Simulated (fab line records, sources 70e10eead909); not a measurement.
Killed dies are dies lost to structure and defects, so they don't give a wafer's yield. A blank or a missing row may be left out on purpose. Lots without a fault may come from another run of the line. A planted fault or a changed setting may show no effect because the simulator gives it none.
fab line records | flow nand_harc
record lots=13 wafers=39 last_day=34
route steps=1302 shown P_STI@100 P_GATE@122 END@1302
lots that met no fault: from a run of the same line without faults
start_h: hours from the record's first day to the start of the lot's first wafer shown | wait_h: hours since the lot's step before | " the same as in the row above | L1.1+2: a row that stands for several wafers | - no value, or no start given | * or withheld: withheld | < > ~ a bound
route shown NAME@n: a module of which the file shows steps, and the number in the route of the first | usual: mean/standard deviation of fault-free wafers | same: alike in all rows | chamber/n: place in a boat | sites: the reading at each site | _std_site: their standard deviation | _edge_site: outer sites' mean less inner sites' | radius_mm: how far each site lies from the wafer's centre | mask NAME#n: copy n | behind: the tool/chamber that last shaped the wafer | hold: why the lot was held/for how many hours/how that ended | device: the transistor (n, p or np) that didn't switch | end of line: the same wafers' tests at the end of the route | a step without rows: its recipe alone | killed: dies lost to structure and defects at the first sort, not the wafer's yield | map: a wafer's dies, x killed, . not, _ none there
set.NAME: the setting as run; set.NAME@STEP: as run at that earlier step | model.NAME: the simulator's own value behind a step, which no gauge read
steps of the route over a sample of lots; a table a step, a row a wafer
services: from which hour (start_h, from the record's first day; less than 0 if before it) a tool's chamber was out of use, for how many hours, and why
## steps
# step NHARC_P_STI_CMP_21
# recipe t_overpolish_s=20 target_thk_nm=380.67
# usual motor_current_A=12.6/0.93 overpolish_run_s=20.001/0.0085
# columns lot.wafer tool chamber start_h wait_h motor_current_A overpolish_run_s
L164.4 cmp-04 3 80.02 0.4 13.4 19.998
L164.2 " 2 " " 13.9 20.002
L164.5 " 0 " " 13.2 20.002
L163.2 cmp-03 2 80.02 0.4 15.0 20.002
L163.3 " 3 " " 12.7 20.023
L163.5 " 2 " " 13.7 20.011
L165.3 cmp-04 3 93.37 0.4 12.4 20.016
L165.1 " 1 " " 12.9 20.009
L165.2 " 2 " " 13.9 20.008
L166.4 cmp-02 2 105.85 0.4 13.1 20.010
L166.3 " 3 " " 12.2 19.992
L166.1 " 0 " " 11.6 20.010
L167.1 cmp-03 2 110.39 0.4 14.3 19.997
L167.2 " 3 " " 12.6 20.008
L167.4 " 0 " " 12.1 19.996
L169.1 cmp-02 1 139.01 0.4 12.7 19.992
L169.4 " 2 " " 13.3 19.997
L169.3 " 3 " " 11.8 19.998
L178.4 cmp-02 1 224.42 0.4 11.9 20.002
L178.3 " 2 " " 13.0 19.995
L178.6 " 1 " " 12.0 20.006
L179.4 cmp-02 2 238.47 0.4 13.6 20.004
L179.3 " 0 " " 12.2 20.006
L179.6 " 2 " " 13.4 20.010
L180.4 cmp-03 3 242.95 0.4 12.6 20.005
L180.2 " 2 " " 14.6 20.006
L180.6 " 3 " " 12.3 19.991
L181.2 cmp-02 2 252.86 0.4 13.1 20.015
L181.6 " 0 " " 12.1 19.992
L181.5 " 1 " " 12.7 19.992
L182.2 cmp-04 2 264.40 0.4 14.3 20.008
L182.4 " 1 " " 13.0 20.000
L182.6 " 2 " " 14.1 20.014
L183.4 cmp-04 0 273.84 0.4 13.5 20.012
L183.2 " 2 " " 13.2 20.004
L183.6 " 1 " " 13.0 19.981
L185.4 cmp-02 1 294.65 0.4 12.9 20.007
L185.2 " 0 " " 11.2 19.999
L185.6 " 2 " " 13.5 20.011
# step NHARC_P_GATE_CD_MEAS_11
# recipe target_cd_nm=1640 landing_energy_ev=500
# usual cd_nm=1639.6/1.6
# columns lot.wafer tool chamber start_h wait_h cd_nm
L164.2 cd_sem-02 0 97.61 - 1641.5
L164.4 " 0 " " 1639.7
L164.5 " 0 " " 1638.2
L163.2 cd_sem-03 0 97.64 - 1637.2
L163.3 " 0 " " 1636.5
L163.5 " 0 " " 1637.7
L165.1 cd_sem-01 0 109.65 - 1638.2
L165.2 " 0 " " 1640.0
L165.3 " 0 " " 1639.4
L166.1 cd_sem-02 0 122.48 - 1641.4
L166.3 " 0 " " 1640.3
L166.4 " 0 " " 1639.9
L167.1 cd_sem-01 0 129.92 - 1639.2
L167.2 " 0 " " 1639.1
L167.4 " 0 " " 1640.7
L169.1 cd_sem-01 0 156.64 - 1639.8
L169.3 " 0 " " 1641.3
L169.4 " 0 " " 1637.8
L178.3 cd_sem-02 0 243.20 - 1639.9
L178.4 " 0 " " 1640.5
L178.6 " 0 " " 1638.6
L179.3 cd_sem-02 0 259.21 - 1637.6
L179.4 " 0 " " 1637.4
L179.6 " 0 " " 1637.0
L180.2 cd_sem-03 0 259.24 - 1640.4
L180.4 " 0 " " 1639.5
L180.6 " 0 " " 1638.9
L181.2 cd_sem-03 0 269.35 - 1639.2
L181.5 " 0 " " 1641.2
L181.6 " 0 " " 1641.3
L182.2 cd_sem-03 0 281.73 - 1639.3
L182.4 " 0 " " 1641.0
L182.6 " 0 " " 1639.7
L183.2 cd_sem-01 0 290.95 - 1639.5
L183.4 " 0 " " 1640.7
L183.6 " 0 " " 1640.3
L185.2 cd_sem-03 0 314.07 - 1643.4
L185.4 " 0 " " 1640.5
L185.6 " 0 " " 1642.4
# step NHARC_P_GATE_HM_DEP_102
# recipe target_thk_a=1200 temp_c=400 material=aC
# usual throttle_valve_pct=35.000/0.0085
# columns lot.wafer tool chamber start_h wait_h throttle_valve_pct
L164.2 acl_dep-01 0 112.06 1.9 34.997
L164.4 " 0 " " 35.016
L164.5 " 0 " " 35.013
L163.2 acl_dep-02 0 112.16 2.0 35.005
L163.3 " 0 " " 34.996
L163.5 " 0 " " 35.013
L165.1 acl_dep-02 0 122.59 0.4 34.997
L165.2 " 0 " " 34.997
L165.3 " 0 " " 34.984
L166.1 acl_dep-02 0 135.33 0.4 34.994
L166.3 " 0 " " 34.990
L166.4 " 0 " " 34.994
L167.1 acl_dep-03 0 142.39 0.4 35.002
L167.2 " 0 " " 35.012
L167.4 " 0 " " 35.011
L169.1 acl_dep-01 0 171.01 2.1 35.000
L169.3 " 0 " " 35.014
L169.4 " 0 " " 35.002
L178.3 acl_dep-02 0 258.31 3.0 34.991
L178.4 " 0 " " 34.990
L178.6 " 0 " " 34.992
L179.3 acl_dep-03 0 271.84 0.6 34.984
L179.4 " 0 " " 35.006
L179.6 " 0 " " 35.007
L180.2 acl_dep-03 0 272.37 1.1 35.011
L180.4 " 0 " " 34.992
L180.6 " 0 " " 35.000
L181.2 acl_dep-02 0 281.93 0.5 35.006
L181.5 " 0 " " 34.996
L181.6 " 0 " " 35.000
L182.2 acl_dep-02 0 294.84 0.8 35.007
L182.4 " 0 " " 34.990
L182.6 " 0 " " 34.990
L183.2 acl_dep-02 0 307.47 3.9 35.000
L183.4 " 0 " " 34.997
L183.6 " 0 " " 35.002
L185.2 acl_dep-02 0 328.86 2.2 34.994
L185.4 " 0 " " 34.999
L185.6 " 0 " " 34.992
# step NHARC_P_GATE_EXPOSE_23
# recipe na=1.35 target_cd_nm=120 dose_mj=93.91 mask_id=P_GATE
# columns lot.wafer tool chamber start_h wait_h mask
L164.2+4+5 arfi_scanner-01 0 113.18 - P_GATE#0
L163.2+3+5 arfi_scanner-03 0 113.33 - P_GATE#0
L165.1+2+3 arfi_scanner-02 0 123.79 - P_GATE#0
L166.1+3+4 arfi_scanner-01 0 136.57 - P_GATE#0
L167.1+2+4 arfi_scanner-03 0 143.59 - P_GATE#0
L169.1+3+4 arfi_scanner-01 0 172.28 - P_GATE_R1#0
L178.3+4+6 arfi_scanner-03 0 259.31 - P_GATE#0
L179.3+4+6 arfi_scanner-03 0 272.71 - P_GATE#0
L180.2+4+6 arfi_scanner-01 0 273.46 - P_GATE#0
L181.2+5+6 arfi_scanner-01 0 282.91 - P_GATE#0
L182.2+4+6 arfi_scanner-03 0 295.94 - P_GATE#0
L183.2+4+6 arfi_scanner-01 0 308.58 - P_GATE#0
L185.2+4+6 arfi_scanner-03 0 329.96 - P_GATE#0
# step NHARC_P_GATE_CD_MEAS_26
# recipe target_cd_nm=120 landing_energy_ev=500
# usual cd_nm=120.1/0.52
# columns lot.wafer tool chamber start_h wait_h hold cd_nm
L164.2 cd_sem-02 0 113.32 - - 120.0
L164.4 " 0 " " - 119.6
L164.5 " 0 " " - 119.8
L163.2 cd_sem-01 0 113.47 - - 120.2
L163.3 " 0 " " - 120.1
L163.5 " 0 " " - 119.7
L165.1 cd_sem-01 0 123.93 - - 119.8
L165.2 " 0 " " - 120.5
L165.3 " 0 " " - 120.3
L166.1 cd_sem-01 0 136.70 - - 119.6
L166.3 " 0 " " - 119.4
L166.4 " 0 " " - 118.7
L167.1 cd_sem-01 0 143.73 - - 119.5
L167.2 " 0 " " - 120.0
L167.4 " 0 " " - 120.2
L169.1 cd_sem-01 0 172.42 - await_dispo/0.2h/release 111.9
L169.3 " 0 " " await_dispo/0.2h/release 111.4
L169.4 " 0 " " await_dispo/0.2h/release 111.1
L169.1 cd_sem-01 0 - - - 111.7
L169.3 " 0 " " - 110.9
L169.4 " 0 " " - 111.4
L178.3 cd_sem-02 0 259.45 - - 120.3
L178.4 " 0 " " - 120.8
L178.6 " 0 " " - 119.4
L179.3 cd_sem-03 0 272.85 - - 120.9
L179.4 " 0 " " - 120.8
L179.6 " 0 " " - 120.8
L180.2 cd_sem-03 0 273.60 - - 120.1
L180.4 " 0 " " - 119.9
L180.6 " 0 " " - 120.1
L181.2 cd_sem-03 0 283.04 - - 120.6
L181.5 " 0 " " - 120.2
L181.6 " 0 " " - 120.6
L182.2 cd_sem-02 0 296.08 - - 119.6
L182.4 " 0 " " - 120.5
L182.6 " 0 " " - 119.9
L183.2 cd_sem-01 0 308.71 - - 120.3
L183.4 " 0 " " - 120.5
L183.6 " 0 " " - 119.8
L185.2 cd_sem-01 0 330.10 - - 120.2
L185.4 " 0 " " - 120.3
L185.6 " 0 " " - 120.8
# step NHARC_END_SORT_01
# recipe temp_c=25
# usual killed_at_array=52/19 killed_at_other=0.8/1 killed_at_periphery=3.7/2.5 killed_dies=56/19 killed_open=3.5/2 killed_short=2.2/1.4
# same gross_dies=677
# columns lot.wafer tool chamber start_h wait_h killed_at_array killed_at_other killed_at_periphery killed_dies killed_open killed_short
L169.1 prober-01 0 651.64 2.5 69 1 2 72 1 4
L169.3 prober-01 0 653.25 3.1 81 0 5 86 4 3
L169.4 prober-01 0 654.05 3.4 57 0 3 60 3 3
# killed by level:class
L169.1 A_CHANNEL_HOLE_D2:chamber_film_flake=29 A_SLIT:chamber_film_flake=28 A_WL_FILL:geometric_particle:short=3 A_ZERO_WELL:chamber_film_flake=3 A_CHANNEL_HOLE_D1:chamber_film_flake=3 A_ONON_D1:geometric_particle:open=1 A_CHANNEL_FILL_D2:geometric_particle:short=1 P_STI:chamber_film_flake=1
L169.3 A_CHANNEL_HOLE_D2:chamber_film_flake=38 A_SLIT:chamber_film_flake=32 A_CONTACT:chamber_film_flake=4 P_GATE:chamber_film_flake=2 A_CHANNEL_HOLE_D1:chamber_film_flake=2 P_M0:geometric_particle:open=1 P_M2:geometric_particle:open=1 A_SOURCE_PLATE:geometric_particle:short=1
L169.4 A_SLIT:chamber_film_flake=29 A_CHANNEL_HOLE_D2:chamber_film_flake=15 A_CONTACT:chamber_film_flake=3 A_ZERO_WELL:chamber_film_flake=2 P_GATE:geometric_particle:open=1 P_CONTACT:geometric_particle:short=1 A_ONON_D2:geometric_particle:short=1 A_SGD_CUT:geometric_particle:open=1
## services
# columns tool chamber start_h hours kind
arfi_scanner-01 - 58.79 0.7 repair
acl_dep-02 - 62.23 13.0 pm
cmp-03 - 64.00 4.0 pm
arfi_scanner-01 - 67.16 0.4 repair
arfi_scanner-01 - 80.00 4.0 pm
cmp-02 - 83.05 1.0 repair
cmp-03 - 89.25 2.1 repair
cmp-02 - 106.44 1.9 repair
cmp-04 - 126.18 4.0 pm
cmp-02 - 134.50 4.0 pm
arfi_scanner-01 - 164.31 0.5 repair
arfi_scanner-03 - 198.32 4.0 pm
arfi_scanner-03 - 209.94 0.7 repair
cmp-02 - 211.45 2.3 repair
cmp-04 - 224.18 4.0 pm
cmp-02 - 232.50 4.0 pm
acl_dep-02 - 243.23 13.0 pm
arfi_scanner-01 - 252.00 4.0 pm
arfi_scanner-03 - 260.85 0.5 repair
arfi_scanner-01 - 285.44 10.8 repair
cmp-04 - 313.97 0.6 repair
cmp-02 - 317.79 2.6 repair
cmp-04 - 322.18 4.0 pm
cmp-04 - 327.91 0.6 repair
## key
first_sign step=NHARC_P_GATE_EXPOSE_23 reading=mask direction=changed
effect step=NHARC_P_GATE_CD_MEAS_26 reading=visit direction=added
effect step=NHARC_P_GATE_CD_MEAS_26 reading=cd_nm direction=down sigmas=17 usual=120.1 struck=111.5
met_at NHARC_P_GATE_EXPOSE_23
struck_lots L169
tester_left_out L169
not_acting_at NHARC_P_STI_CMP_21,NHARC_P_GATE_CD_MEAS_11,NHARC_P_GATE_HM_DEP_102
onset_between 136.57 172.28
fault kind=wrong_mask tool=any chamber=- onset_h=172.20 steps=NHARC_P_GATE_EXPOSE_23 aux_copy=P_GATE_R1#0 cd_offset_nm=-8.3716 scope=struck_lots_only
# tester_left_out: of these lots the tester's yield and bins aren't shown, on N5 and GAA mostly nor the transistor test; their killed dies are dies lost to structure and defects alone, not to doping, threshold or leakage, so they don't give the yield
